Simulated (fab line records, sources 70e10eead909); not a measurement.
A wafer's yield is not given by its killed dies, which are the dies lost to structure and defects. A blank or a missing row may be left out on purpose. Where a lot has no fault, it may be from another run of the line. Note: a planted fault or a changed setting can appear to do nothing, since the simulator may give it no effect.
Matching of chambers -- flow nand harc -- NHARC_A_CONTACT_ETCH_48 on rie diel-02: 4 sister chambers
The step etches the open film in CF4, target depth 39 nm, time 65 s. 8 wafers are shown with their chamber, then 7 later ones without.

== WAFERS, EACH WITH ITS CHAMBER ==
wafer,chamber,drypump motor current A (A),showerhead plenum p Torr (Torr)
L666.1,3,5.7,1.71
L667.2,2,5.3,1.75
L667.5,1,5.3,1.74
L668.1,3,5.7,1.71
L668.2,0,4.7,1.82
L668.3,1,5.3,1.74
L672.1,2,5.4,1.74
L672.2,0,4.7,1.81

== WAFERS WHOSE CHAMBER IS MISSING ==
wafer,drypump motor current A (A),showerhead plenum p Torr (Torr)
L672.4,5.7,1.71
L673.3,5.7,1.71
L673.5,5.4,1.74
L673.6,4.7,1.81
L678.1,5.7,1.71
L678.2,4.7,1.81
L678.3,5.3,1.74

== CHAMBER TAKEN BY EACH ==
wafer,from the rows above,in truth
L672.4,3,3
L673.3,3,3
L673.5,can't be placed: 2 or 1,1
L673.6,0,0
L678.1,3,3
L678.2,0,0
L678.3,can't be placed: 1 or 2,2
Correct placement for 5 of the 7. These rows do not allow placing 2 (true chamber among the candidates in 2). Number placed wrongly: 0.
How it was worked out, from the rows above alone: a wafer's distance from a chamber is the root of the sum, over the readings, of the square of ((its reading less the chamber's mean) divided by the reading's scatter). If the next closest chamber is less than 2 further off than the closest, the wafer can't be placed; otherwise it belongs to the closest. The mean given for a chamber averages the wafers shown for that chamber. The scatter: the root of (the sum of the squares of (reading less its chamber's mean) over the shown wafers, divided by (wafers less chambers)).
